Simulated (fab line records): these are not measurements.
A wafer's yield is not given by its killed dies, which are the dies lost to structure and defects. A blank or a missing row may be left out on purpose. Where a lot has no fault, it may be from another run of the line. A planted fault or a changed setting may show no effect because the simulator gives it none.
Comparing a struck lot with a sound one :: flow nand_harc :: 39 out of 1159 route steps
Sound: the wafers L186.2, L186.3, L186.5. Struck: wafers L196.2, L196.4, L196.5. At the end, the cause is stated.
Each step with rows lists, per side, the tool, then ch with its chambers, then its first start. Under that, the readings that differ: sound wafers :: struck wafers :: difference of the means :: sigmas: that difference in standard deviations of wafers without a fault.
alike: readings whose means differ by less than 2 such deviations, and words and numbers that are the same on both sides. not compared: withheld readings, readings that some wafer has no value for, bounds like >300 that may hide the same value, and numbers for which the record gives no deviation and whose values overlap.
A row with sigmas, a row that says differs or no value, or rows on one side alone: a step with any of these is where the two part. Numbers that have no deviation but don't overlap get no sigmas and don't part them. A reading that every wafer of one side lacks parts them only if that side has two wafers or more.

first, 8 steps without rows for these wafers: NHARC_A_STAIRCASE_COAT_03; NHARC_A_STAIRCASE_SOFTBAKE_04 (time 170 s); NHARC_A_STAIRCASE_EBR_05; NHARC_A_STAIRCASE_EXPOSE_06 (exposes mask STAIR); NHARC_A_STAIRCASE_PEB_07 (peb time 130 s); NHARC_A_STAIRCASE_DEVELOP_08 (time 140 s); NHARC_A_STAIRCASE_HARDBAKE_10 (time 140 s); NHARC_A_STAIRCASE_DESCUM_11 (chemistry O2, time 3 s).
NHARC_A_STAIRCASE_TRIM_12: chemistry O2, time 211.2 s.
  sound on rie_diel-12 ch 1,2,3, day 11 17:33; struck on rie_diel-08 ch 1,3, day 14 16:19
  alike: drypump_motor_current_A, oes_product_au, rf_vpp_V, showerhead_plenum_p_Torr, throttle_valve_pct
  not compared: rf_hours_counter_h
then, 2 steps without rows for these wafers: NHARC_A_STAIRCASE_ETCH_13 (etches the open film in C4F8/O2, target depth 100 nm, time 40.5 s); NHARC_A_STAIRCASE_TRIM_14 (chemistry O2, time 211.2 s).
NHARC_A_STAIRCASE_ETCH_15: etches the open film in C4F8/O2, target depth 100 nm, time 40.5 s.
  sound on rie_diel-12 ch 0,1, day 11 17:59; struck on rie_diel-08 ch 0,1,3, day 14 17:05
  alike: oes_product_au, rf_vpp_V
  not compared: rf_hours_counter_h
then, 4 steps without rows for these wafers: NHARC_A_STAIRCASE_TRIM_16 (chemistry O2, time 211.2 s); NHARC_A_STAIRCASE_ETCH_17 (etches the open film in C4F8/O2, target depth 100 nm, time 40.5 s); NHARC_A_STAIRCASE_TRIM_18 (chemistry O2, time 211.2 s); NHARC_A_STAIRCASE_ETCH_19 (etches the open film in C4F8/O2, target depth 100 nm, time 40.5 s).
NHARC_A_STAIRCASE_TRIM_20: chemistry O2, time 211.2 s.
  sound on rie_diel-12 ch 0,1,3, day 11 18:44; struck on rie_diel-04 ch 0,1,2, day 14 18:13
  alike: drypump_motor_current_A, oes_product_au, rf_vpp_V, showerhead_plenum_p_Torr, throttle_valve_pct
  not compared: rf_hours_counter_h
NHARC_A_STAIRCASE_ETCH_21: etches the open film in C4F8/O2, target depth 100 nm, time 40.5 s.
  sound on rie_diel-12 ch 0,1,2; struck on rie_diel-04 ch 0,3
reading: oes_product_au (a.u.)
sound: 0.934 0.938 0.939
struck: 0.957 0.993 0.980
difference: +0.040
sigmas: +2
  alike: rf_vpp_V
  not compared: rf_hours_counter_h
then, 2 steps without rows for these wafers: NHARC_A_STAIRCASE_TRIM_22 (chemistry O2, time 211.2 s); NHARC_A_STAIRCASE_ETCH_23 (etches the open film in C4F8/O2, target depth 100 nm, time 40.5 s).
NHARC_A_STAIRCASE_TRIM_24: chemistry O2, time 211.2 s.
  sound on rie_diel-12 ch 0,1,2; struck on rie_diel-04 ch 0,1,2
  alike: drypump_motor_current_A, oes_product_au, rf_vpp_V, showerhead_plenum_p_Torr, throttle_valve_pct
  not compared: rf_hours_counter_h
then, 16 steps without rows for these wafers: NHARC_A_STAIRCASE_ETCH_25 (etches the open film in C4F8/O2, target depth 100 nm, time 40.5 s); NHARC_A_STAIRCASE_TRIM_26 (chemistry O2, time 211.2 s); NHARC_A_STAIRCASE_ETCH_27 (etches the open film in C4F8/O2, target depth 100 nm, time 40.5 s); NHARC_A_STAIRCASE_STRIP_175 (strips in O2); NHARC_A_STAIRCASE_STRIP_148 (strips in SPM, time 900 s); NHARC_A_STAIRCASE_PRECLEAN_149 (cleans in SC1); NHARC_A_STAIRCASE_SRD_150; NHARC_A_STAIRCASE_DEHYDRATE_176 (time 120 s); NHARC_A_STAIRCASE_HMDS_177 (time 30 s); NHARC_A_STAIRCASE_COAT_178; NHARC_A_STAIRCASE_SOFTBAKE_179 (time 170 s); NHARC_A_STAIRCASE_EBR_180; NHARC_A_STAIRCASE_EXPOSE_181 (exposes mask STAIR 2); NHARC_A_STAIRCASE_PEB_182 (peb time 130 s); NHARC_A_STAIRCASE_DEVELOP_183 (time 140 s); NHARC_A_STAIRCASE_HARDBAKE_185 (time 140 s).
NHARC_A_STAIRCASE_DESCUM_186: chemistry O2, time 3 s.
  sound on rie_diel-08 ch 1,2, day 11 21:21; struck on rie_diel-12 ch 0,1,3, day 14 20:47
  alike: drypump_motor_current_A, oes_product_au, rf_vpp_V, showerhead_plenum_p_Torr, throttle_valve_pct
  not compared: rf_hours_counter_h
-- break in the record here, with 8 days between the starts of the struck wafers on either side (left off in module A_STAIRCASE, picked up again in module END, where the first step shown is number 1159 on the route) --
NHARC_END_SORT_01:
  at this point the record logs the struck wafers (prober-01 ch 0, day 23 02:48) and has no rows for the sound ones

## WHERE THEY PART
Last at NHARC_END_SORT_01 as far as this record goes, first at NHARC_A_STAIRCASE_ETCH_21.

WHY: what the simulator had put in
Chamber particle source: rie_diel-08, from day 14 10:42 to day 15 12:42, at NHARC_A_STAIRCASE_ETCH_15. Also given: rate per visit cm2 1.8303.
